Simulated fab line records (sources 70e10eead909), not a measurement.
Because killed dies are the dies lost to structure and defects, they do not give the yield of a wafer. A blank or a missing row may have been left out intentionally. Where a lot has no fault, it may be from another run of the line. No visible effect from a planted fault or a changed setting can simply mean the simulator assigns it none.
The tool behind it: which one? || flow nand-harc || 14 lots with 42 wafers sampled at 5 steps, on a route of 1302 steps

WHAT THE GAUGES READ, wafer by wafer
NHARC_THIN_TSV_CD_MEAS_16.
{"lot": "L168", "measured": "day 24 20:38", "on": "cd-sem-03", "cd-nm (nm)": "997.3 998.7 1001.6"}
{"lot": "L170", "measured": "day 25 08:02", "on": "cd-sem-03", "cd-nm (nm)": "1002.3 997.3 1002.6"}
{"lot": "L172", "measured": "day 26 15:04", "on": "cd-sem-02", "cd-nm (nm)": "997.0 1001.1 996.2"}
{"lot": "L173", "measured": "day 26 23:08", "on": "cd-sem-01", "cd-nm (nm)": "998.6 1000.7 1001.5"}
{"lot": "L181", "measured": "day 29 14:11", "on": "cd-sem-01", "cd-nm (nm)": "1002.8 999.7 999.3"}
{"lot": "L180", "measured": "day 30 00:01", "on": "cd-sem-02", "cd-nm (nm)": "999.6 997.1 1000.6"}
{"lot": "L179", "measured": "day 30 01:14", "on": "cd-sem-03", "cd-nm (nm)": "999.0 999.8 1001.6"}
{"lot": "L183", "measured": "day 30 18:43", "on": "cd-sem-02", "cd-nm (nm)": "1001.5 998.2 1003.2"}
{"lot": "L182", "measured": "day 31 09:23", "on": "cd-sem-03", "cd-nm (nm)": "1002.1 1001.2 1001.9"}
{"lot": "L185", "measured": "day 31 13:55", "on": "cd-sem-03", "cd-nm (nm)": "999.7 998.7 999.2"}
{"lot": "L184", "measured": "day 32 08:40", "on": "cd-sem-02", "cd-nm (nm)": "998.8 998.0 998.8"}
{"lot": "L187", "measured": "day 32 21:41", "on": "cd-sem-01", "cd-nm (nm)": "997.4 996.8 995.2"}
{"lot": "L188", "measured": "day 33 08:11", "on": "cd-sem-03", "cd-nm (nm)": "1000.7 998.2 995.2"}
{"lot": "L189", "measured": "day 33 13:32", "on": "cd-sem-03", "cd-nm (nm)": "997.7 998.5 997.9"}

NHARC_THIN_TSV_CD_MEAS_33 targets a cd of 5000 nm.
{"lot": "L168", "measured": "day 25 01:35", "on": "cd-sem-01", "cd-nm (nm)": "4998.3 4999.7 5000.5"}
{"lot": "L170", "measured": "day 25 13:06", "on": "cd-sem-03", "cd-nm (nm)": "5001.4 5001.5 5002.5"}
{"lot": "L172", "measured": "day 26 19:52", "on": "cd-sem-03", "cd-nm (nm)": "5003.0 4998.6 5000.3"}
{"lot": "L173", "measured": "day 27 03:58", "on": "cd-sem-01", "cd-nm (nm)": "4998.1 4998.6 4998.9"}
{"lot": "L181", "measured": "day 29 19:23", "on": "cd-sem-03", "cd-nm (nm)": "4998.6 5001.3 4997.5"}
{"lot": "L180", "measured": "day 30 05:43", "on": "cd-sem-02", "cd-nm (nm)": "4998.9 4999.2 4998.2"}
{"lot": "L179", "measured": "day 30 06:52", "on": "cd-sem-02", "cd-nm (nm)": "4999.5 4995.8 4999.3"}
{"lot": "L183", "measured": "day 30 23:42", "on": "cd-sem-01", "cd-nm (nm)": "5000.4 4998.1 4997.9"}
{"lot": "L182", "measured": "day 31 14:21", "on": "cd-sem-01", "cd-nm (nm)": "4999.4 4999.9 4999.7"}
{"lot": "L185", "measured": "day 31 18:43", "on": "cd-sem-03", "cd-nm (nm)": "5001.2 5001.2 5000.8"}
{"lot": "L184", "measured": "day 32 13:43", "on": "cd-sem-01", "cd-nm (nm)": "5002.6 5002.5 5001.1"}
{"lot": "L187", "measured": "day 33 02:40", "on": "cd-sem-01", "cd-nm (nm)": "4999.6 4999.0 4998.1"}
{"lot": "L188", "measured": "day 33 13:23", "on": "cd-sem-03", "cd-nm (nm)": "4999.0 4997.0 5001.0"}
{"lot": "L189", "measured": "day 33 18:56", "on": "cd-sem-01", "cd-nm (nm)": "5001.7 4998.2 4998.7"}

NHARC_END_SORT_01.
{"lot": "L168", "measured": "day 25 17:06", "on": "prober-02", "defect-limited-yield (%)": "91.6 91.4 93.8", "killed-at-array": "43 49 36", "killed-at-other": "1 0 2", "killed-at-periphery": "13 9 4", "killed-dies": "57 58 42", "killed-open": "7 4 1", "killed-short": "1 4 1"}
{"lot": "L170", "measured": "day 25 23:05", "on": "prober-01", "defect-limited-yield (%)": "92.9 92.6 91.9", "killed-at-array": "47 47 53", "killed-at-other": "0 0 0", "killed-at-periphery": "1 3 2", "killed-dies": "48 50 55", "killed-open": "3 5 5", "killed-short": "4 3 5"}
{"lot": "L172", "measured": "day 27 04:52", "on": "prober-01", "defect-limited-yield (%)": "87.0 38.7 36.9", "killed-at-array": "86 414 427", "killed-at-other": "1 1 0", "killed-at-periphery": "1 0 0", "killed-dies": "88 415 427", "killed-open": "2 0 2", "killed-short": "0 2 0"}
{"lot": "L173", "measured": "day 27 13:49", "on": "prober-02", "defect-limited-yield (%)": "38.7 92.9 91.3", "killed-at-array": "412 46 59", "killed-at-other": "0 2 0", "killed-at-periphery": "3 0 0", "killed-dies": "415 48 59", "killed-open": "1 3 2", "killed-short": "1 3 3"}
{"lot": "L181", "measured": "day 30 04:23", "on": "prober-01", "defect-limited-yield (%)": "89.8 89.4 91.3", "killed-at-array": "60 65 54", "killed-at-other": "0 0 1", "killed-at-periphery": "9 7 4", "killed-dies": "69 72 59", "killed-open": "2 5 1", "killed-short": "4 2 1"}
{"lot": "L180", "measured": "day 30 14:56", "on": "prober-02", "defect-limited-yield (%)": "93.8 93.4 92.3", "killed-at-array": "39 40 46", "killed-at-other": "0 0 0", "killed-at-periphery": "3 5 6", "killed-dies": "42 45 52", "killed-open": "6 2 1", "killed-short": "2 4 4"}
{"lot": "L179", "measured": "day 30 16:30", "on": "prober-01", "defect-limited-yield (%)": "88.9 88.0 87.0", "killed-at-array": "72 81 84", "killed-at-other": "0 0 0", "killed-at-periphery": "3 0 4", "killed-dies": "75 81 88", "killed-open": "3 1 9", "killed-short": "5 5 1"}
{"lot": "L183", "measured": "day 31 09:43", "on": "prober-02", "defect-limited-yield (%)": "87.0 90.1 90.1", "killed-at-array": "82 60 65", "killed-at-other": "2 1 0", "killed-at-periphery": "4 6 2", "killed-dies": "88 67 67", "killed-open": "6 3 0", "killed-short": "4 0 4"}
{"lot": "L182", "measured": "day 31 23:22", "on": "prober-01", "defect-limited-yield (%)": "89.2 88.8 87.3", "killed-at-array": "72 73 80", "killed-at-other": "0 0 1", "killed-at-periphery": "1 3 5", "killed-dies": "73 76 86", "killed-open": "4 4 3", "killed-short": "0 3 0"}
{"lot": "L185", "measured": "day 32 05:26", "on": "prober-02", "defect-limited-yield (%)": "86.0 86.1 87.9", "killed-at-array": "94 85 76", "killed-at-other": "0 3 3", "killed-at-periphery": "1 6 3", "killed-dies": "95 94 82", "killed-open": "2 6 2", "killed-short": "1 7 0"}
{"lot": "L184", "measured": "day 33 01:08", "on": "prober-01", "defect-limited-yield (%)": "95.6 95.9 94.8", "killed-at-array": "23 25 26", "killed-at-other": "1 1 4", "killed-at-periphery": "6 2 5", "killed-dies": "30 28 35", "killed-open": "1 4 5", "killed-short": "5 2 5"}
{"lot": "L187", "measured": "day 33 09:34", "on": "prober-01", "defect-limited-yield (%)": "93.5 92.2 91.7", "killed-at-array": "33 41 46", "killed-at-other": "0 0 1", "killed-at-periphery": "11 12 9", "killed-dies": "44 53 56", "killed-open": "5 9 4", "killed-short": "1 6 3"}
{"lot": "L188", "measured": "day 33 23:12", "on": "prober-01", "defect-limited-yield (%)": "89.1 91.4 89.2", "killed-at-array": "66 56 70", "killed-at-other": "0 0 0", "killed-at-periphery": "8 2 3", "killed-dies": "74 58 73", "killed-open": "4 0 3", "killed-short": "3 4 5"}
{"lot": "L189", "measured": "day 34 04:51", "on": "prober-02", "defect-limited-yield (%)": "94.1 93.1 93.2", "killed-at-array": "40 43 43", "killed-at-other": "0 1 0", "killed-at-periphery": "0 3 3", "killed-dies": "40 47 46", "killed-open": "6 1 5", "killed-short": "1 2 1"}

WHAT TOOL EACH LOT RAN ON (gives the tool, then ch and the chambers of the sampled wafers, and finally the start)
{"lot": "L168", "NHARC_A_M1_ECD_22": "ecd-cu-01 ch 0, day 24 01:31", "NHARC_THIN_TSV_ANNEAL_52": "rtp-anneal-01 ch 0, day 24 23:38"}
{"lot": "L170", "NHARC_A_M1_ECD_22": "ecd-cu-01 ch 0,1, day 24 11:57", "NHARC_THIN_TSV_ANNEAL_52": "rtp-anneal-01 ch 0, day 25 11:12"}
{"lot": "L172", "NHARC_A_M1_ECD_22": "ecd-cu-01 ch 0,1, day 25 16:38", "NHARC_THIN_TSV_ANNEAL_52": "rtp-anneal-01 ch 0, day 26 18:04"}
{"lot": "L173", "NHARC_A_M1_ECD_22": "ecd-cu-01 ch 0,1, day 26 02:48", "NHARC_THIN_TSV_ANNEAL_52": "rtp-anneal-02 ch 0, day 27 02:10"}
{"lot": "L181", "NHARC_A_M1_ECD_22": "ecd-cu-02 ch 0,1, day 28 18:47", "NHARC_THIN_TSV_ANNEAL_52": "rtp-anneal-01 ch 0, day 29 17:23"}
{"lot": "L180", "NHARC_A_M1_ECD_22": "ecd-cu-02 ch 0, day 28 23:37", "NHARC_THIN_TSV_ANNEAL_52": "rtp-anneal-02 ch 0, day 30 03:45"}
{"lot": "L179", "NHARC_A_M1_ECD_22": "ecd-cu-01 ch 0,1, day 29 01:10", "NHARC_THIN_TSV_ANNEAL_52": "rtp-anneal-01 ch 0, day 30 05:08"}
{"lot": "L183", "NHARC_A_M1_ECD_22": "ecd-cu-02 ch 0, day 29 21:53", "NHARC_THIN_TSV_ANNEAL_52": "rtp-anneal-02 ch 0, day 30 21:49"}
{"lot": "L182", "NHARC_A_M1_ECD_22": "ecd-cu-01 ch 0,1, day 30 14:06", "NHARC_THIN_TSV_ANNEAL_52": "rtp-anneal-02 ch 0, day 31 12:23"}
{"lot": "L185", "NHARC_A_M1_ECD_22": "ecd-cu-01 ch 0,1, day 30 18:47", "NHARC_THIN_TSV_ANNEAL_52": "rtp-anneal-02 ch 0, day 31 17:00"}
{"lot": "L184", "NHARC_A_M1_ECD_22": "ecd-cu-01 ch 0,1, day 31 05:14", "NHARC_THIN_TSV_ANNEAL_52": "rtp-anneal-01 ch 0, day 32 11:50"}
{"lot": "L187", "NHARC_A_M1_ECD_22": "ecd-cu-02 ch 0,1, day 32 00:26", "NHARC_THIN_TSV_ANNEAL_52": "rtp-anneal-02 ch 0, day 33 00:46"}
{"lot": "L188", "NHARC_A_M1_ECD_22": "ecd-cu-01 ch 0,1, day 32 12:57", "NHARC_THIN_TSV_ANNEAL_52": "rtp-anneal-01 ch 0, day 33 11:29"}
{"lot": "L189", "NHARC_A_M1_ECD_22": "ecd-cu-01 ch 0,1, day 32 18:10", "NHARC_THIN_TSV_ANNEAL_52": "rtp-anneal-02 ch 0, day 33 17:10"}
- NHARC_A_M1_ECD_22: material Cu, target thk 400 nm.
- NHARC_THIN_TSV_ANNEAL_52: time 90 s.

AS READ BY THE TOOLS THEMSELVES (means over the sampled wafers that have a number; for cases with no such wafer, the mark the record gives instead)
NHARC_THIN_TSV_ANNEAL_52.
{"lot": "L168", "tool": "rtp-anneal-01", "wafer_temp_C_max": 225.82}
{"lot": "L170", "tool": "rtp-anneal-01", "wafer_temp_C_max": 225.91}
{"lot": "L172", "tool": "rtp-anneal-01", "wafer_temp_C_max": 225.92}
{"lot": "L173", "tool": "rtp-anneal-02", "wafer_temp_C_max": 225.81}
{"lot": "L181", "tool": "rtp-anneal-01", "wafer_temp_C_max": 225.79}
{"lot": "L180", "tool": "rtp-anneal-02", "wafer_temp_C_max": 225.88}
{"lot": "L179", "tool": "rtp-anneal-01", "wafer_temp_C_max": 225.93}
{"lot": "L183", "tool": "rtp-anneal-02", "wafer_temp_C_max": 226.07}
{"lot": "L182", "tool": "rtp-anneal-02", "wafer_temp_C_max": 225.80}
{"lot": "L185", "tool": "rtp-anneal-02", "wafer_temp_C_max": 226.06}
{"lot": "L184", "tool": "rtp-anneal-01", "wafer_temp_C_max": 225.91}
{"lot": "L187", "tool": "rtp-anneal-02", "wafer_temp_C_max": 225.92}
{"lot": "L188", "tool": "rtp-anneal-01", "wafer_temp_C_max": 225.48}
{"lot": "L189", "tool": "rtp-anneal-02", "wafer_temp_C_max": 225.75}

THE ANSWER, worked out from the rows above alone
Rule: the lots themselves supply what counts as usual. Put in order of their means at a reading, lots are off if they are a third of the lots or fewer, leave a main group of 4 or more, and stand apart from it by a gap of 3 or more times the standard deviation of the main group's means; of several such gaps the widest counts. Not used: any main group whose means are identical at the precision the tables above print for the reading. A lot without any number at a reading at which 4 lots or more have one is off too. The other lots that the step has rows for count as sound. After the gauges, taken in route order, come the tools' own readings; for these a lot's mean is taken, as printed above. At the first step where some lot is off, the reading lying furthest off is the one used; lots without a number count as furthest.
Off: L172, L173 (NHARC_END_SORT_01, killed-dies). The main group: mean 61, standard deviation 17.
If a tool, at a process step before that reading, ran all the lots that are off and no sound lot after the first of them, it fits. Those tools and the gauges at NHARC_END_SORT_01 are tried in the same way. No candidate that was tried fits.

WHAT HAD BEEN PUT IN BY THE SIMULATOR
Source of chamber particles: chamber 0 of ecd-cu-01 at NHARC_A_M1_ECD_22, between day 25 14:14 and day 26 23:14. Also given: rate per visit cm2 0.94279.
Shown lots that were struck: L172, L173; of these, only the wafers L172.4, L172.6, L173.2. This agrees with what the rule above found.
